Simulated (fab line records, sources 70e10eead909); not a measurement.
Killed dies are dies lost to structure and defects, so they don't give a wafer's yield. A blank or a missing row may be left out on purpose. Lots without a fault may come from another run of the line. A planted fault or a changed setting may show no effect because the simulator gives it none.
Which tool did it? | flow nand_harc | 13 lots, 39 wafers sampled, at 5 steps of a route of 1302

WHAT THE GAUGES READ, wafer by wafer
NHARC_END_SORT_01.
lot  | measured     | on        | defect_limited_yield (%) | killed_at_array | killed_at_other | killed_at_periphery | killed_dies | killed_open | killed_short
L934 | day 28 20:47 | prober-01 | 90.8 81.2 91.9           | 56 125 53       | 0 2 0           | 6 0 2               | 62 127 55   | 4 3 3       | 3 3 2
L933 | day 29 04:23 | prober-02 | 83.0 76.1 87.0           | 112 159 84      | 1 1 0           | 2 2 4               | 115 162 88  | 1 4 2       | 0 1 1

WHICH TOOL RAN EACH LOT (tool, then ch and the chambers of the sampled wafers, then the start)
lot  | NHARC_A_M1_PVD_20            | NHARC_THIN_TSV_DEGAS_49      | NHARC_THIN_TSV_PVD_51                   | NHARC_THIN_TSV_DESCUM_35
L922 | pvd_sputter-02, day 23 06:23 | pvd_sputter-03, day 24 03:52 | pvd_sputter-03, day 24 07:08 or earlier | rie_diel-05 ch 0,1,3, day 24 07:08
L924 | pvd_sputter-01, day 23 14:37 | pvd_sputter-01, day 24 12:02 | pvd_sputter-01, day 24 15:14 or earlier | rie_diel-05 ch 0,1, day 24 15:14
L925 | pvd_sputter-01, day 24 06:24 | pvd_sputter-03, day 25 04:05 | pvd_sputter-03, day 25 07:23 or earlier | rie_diel-09 ch 1,2,3, day 25 07:23
L927 | pvd_sputter-01, day 25 02:05 | pvd_sputter-03, day 25 23:32 | pvd_sputter-03, day 26 02:42 or earlier | rie_diel-03 ch 1,3, day 26 02:42
L929 | pvd_sputter-02, day 25 11:58 | pvd_sputter-01, day 26 09:12 | pvd_sputter-01, day 26 12:29 or earlier | rie_diel-03 ch 0,1,2, day 26 12:29
L934 | pvd_sputter-01, day 27 09:13 | pvd_sputter-01, day 28 06:06 | pvd_sputter-01, day 28 09:18 or earlier | rie_diel-05 ch 1,2,3, day 28 09:18
L933 | pvd_sputter-01, day 27 18:52 | pvd_sputter-01, day 28 16:02 | pvd_sputter-01, day 28 19:16 or earlier | rie_diel-03 ch 0,1,2, day 28 19:16
L935 | pvd_sputter-03, day 28 16:43 | pvd_sputter-01, day 29 13:13 | pvd_sputter-01, day 29 16:37 or earlier | rie_diel-09 ch 0,2, day 29 16:37
L942 | pvd_sputter-01, day 30 16:44 | pvd_sputter-03, day 31 14:47 | pvd_sputter-03, day 31 18:05 or earlier | rie_diel-09 ch 0,1, day 31 18:05
L941 | pvd_sputter-01, day 31 00:23 | pvd_sputter-02, day 31 20:19 | pvd_sputter-02, day 31 23:29 or earlier | rie_diel-05 ch 0,1,3, day 31 23:29
L944 | pvd_sputter-01, day 31 13:22 | pvd_sputter-02, day 32 14:56 | pvd_sputter-02, day 32 18:14 or earlier | rie_diel-09 ch 1,2, day 32 18:14
L943 | pvd_sputter-02, day 31 16:18 | pvd_sputter-03, day 32 16:07 | pvd_sputter-03, day 32 19:25 or earlier | rie_diel-09 ch 0,1,2, day 32 19:25
L945 | pvd_sputter-02, day 32 23:35 | pvd_sputter-03, day 33 20:52 | pvd_sputter-03, day 34 00:08 or earlier | rie_diel-05 ch 0,3, day 34 00:08
- NHARC_A_M1_PVD_20: deposits TaN, target thk 5 nm, time 8.06 s.
- NHARC_THIN_TSV_DEGAS_49: time 120 s.
- NHARC_THIN_TSV_PVD_51: deposits Cu, target thk 100 nm.
- NHARC_THIN_TSV_DESCUM_35: chemistry O2, time 3 s.

WHAT THE TOOLS THEMSELVES READ (means of the sampled wafers that have a number; where no wafer has one, the mark that the record gives instead)
NHARC_A_M1_PVD_20.
lot  | tool           | throttle_valve_pct (%)
L922 | pvd_sputter-02 | 29.4
L924 | pvd_sputter-01 | 30.0
L925 | pvd_sputter-01 | 29.1
L927 | pvd_sputter-01 | 29.3
L929 | pvd_sputter-02 | 29.1
L934 | pvd_sputter-01 | 29.2
L933 | pvd_sputter-01 | 28.5
L935 | pvd_sputter-03 | 30.1
L942 | pvd_sputter-01 | 29.9
L941 | pvd_sputter-01 | 29.5
L944 | pvd_sputter-01 | 27.9
L943 | pvd_sputter-02 | 28.5
L945 | pvd_sputter-02 | 28.9

NHARC_THIN_TSV_DEGAS_49.
lot  | tool           | heater_power_w (W)
L922 | pvd_sputter-03 | 426
L924 | pvd_sputter-01 | 443
L925 | pvd_sputter-03 | 420
L927 | pvd_sputter-03 | 418
L929 | pvd_sputter-01 | 503
L934 | pvd_sputter-01 | 504
L933 | pvd_sputter-01 | 460
L935 | pvd_sputter-01 | 483
L942 | pvd_sputter-03 | 417
L941 | pvd_sputter-02 | 409
L944 | pvd_sputter-02 | 466
L943 | pvd_sputter-03 | 398
L945 | pvd_sputter-03 | 419

NHARC_THIN_TSV_PVD_51.
lot  | tool           | throttle_valve_pct (%)
L922 | pvd_sputter-03 | 29.9
L924 | pvd_sputter-01 | 28.9
L925 | pvd_sputter-03 | 30.0
L927 | pvd_sputter-03 | 30.0
L929 | pvd_sputter-01 | 28.5
L934 | pvd_sputter-01 | 28.2
L933 | pvd_sputter-01 | 29.7
L935 | pvd_sputter-01 | 28.3
L942 | pvd_sputter-03 | 29.7
L941 | pvd_sputter-02 | 29.6
L944 | pvd_sputter-02 | 29.5
L943 | pvd_sputter-03 | 29.3
L945 | pvd_sputter-03 | 29.5

NHARC_THIN_TSV_DESCUM_35.
lot  | tool        | drypump_motor_current_A (A) | oes_product_au (a.u.) | rf_vpp_V (V) | showerhead_plenum_p_Torr (Torr) | throttle_valve_pct (%)
L922 | rie_diel-05 | 5.7                         | 0.997                 | 57.1         | 1.92                            | 11.313
L924 | rie_diel-05 | 5.5                         | 0.992                 | 57.5         | 1.85                            | 11.307
L925 | rie_diel-09 | 5.9                         | 1.000                 | 57.3         | 1.93                            | 11.310
L927 | rie_diel-03 | 5.2                         | 0.994                 | 58.2         | 1.88                            | 11.314
L929 | rie_diel-03 | 5.6                         | 0.995                 | 58.1         | 1.87                            | 11.311
L934 | rie_diel-05 | 5.7                         | 1.016                 | 57.3         | 1.94                            | 11.310
L933 | rie_diel-03 | 5.6                         | 0.989                 | 56.9         | 1.87                            | 11.314
L935 | rie_diel-09 | 5.9                         | 0.988                 | 57.9         | 2.02                            | 11.317
L942 | rie_diel-09 | 6.0                         | 0.985                 | 58.7         | 2.02                            | 11.312
L941 | rie_diel-05 | 5.7                         | 1.017                 | 57.8         | 1.92                            | 11.305
L944 | rie_diel-09 | 5.8                         | 1.001                 | 57.4         | 1.95                            | 11.313
L943 | rie_diel-09 | 5.9                         | 0.998                 | 57.8         | 1.98                            | 11.312
L945 | rie_diel-05 | 6.0                         | 1.002                 | 58.9         | 2.00                            | 11.300

THE ANSWER, worked out from the rows above alone
Rule: what is usual is taken from the lots themselves. Put in order of their means at a reading, lots are off if they are a third of the lots or fewer, leave a main group of 4 or more, and stand apart from it by a gap of 3 or more times the standard deviation of the main group's means; of several such gaps the widest counts. A main group whose means are all the same, to the digits that the tables above print for the reading, isn't used. A lot without any number at a reading at which 4 lots or more have one is off too. The other lots that the step has rows for count as sound. The gauges are gone through in route order, then the tools' own readings, and for those a lot's mean is taken as printed above. The first step at which some lot is off is used, and at that step the reading that is off furthest; a lot without a number counts as furthest.
No lot is off at any reading shown: from this, nothing can be told.

WHAT THE SIMULATOR HAD PUT IN
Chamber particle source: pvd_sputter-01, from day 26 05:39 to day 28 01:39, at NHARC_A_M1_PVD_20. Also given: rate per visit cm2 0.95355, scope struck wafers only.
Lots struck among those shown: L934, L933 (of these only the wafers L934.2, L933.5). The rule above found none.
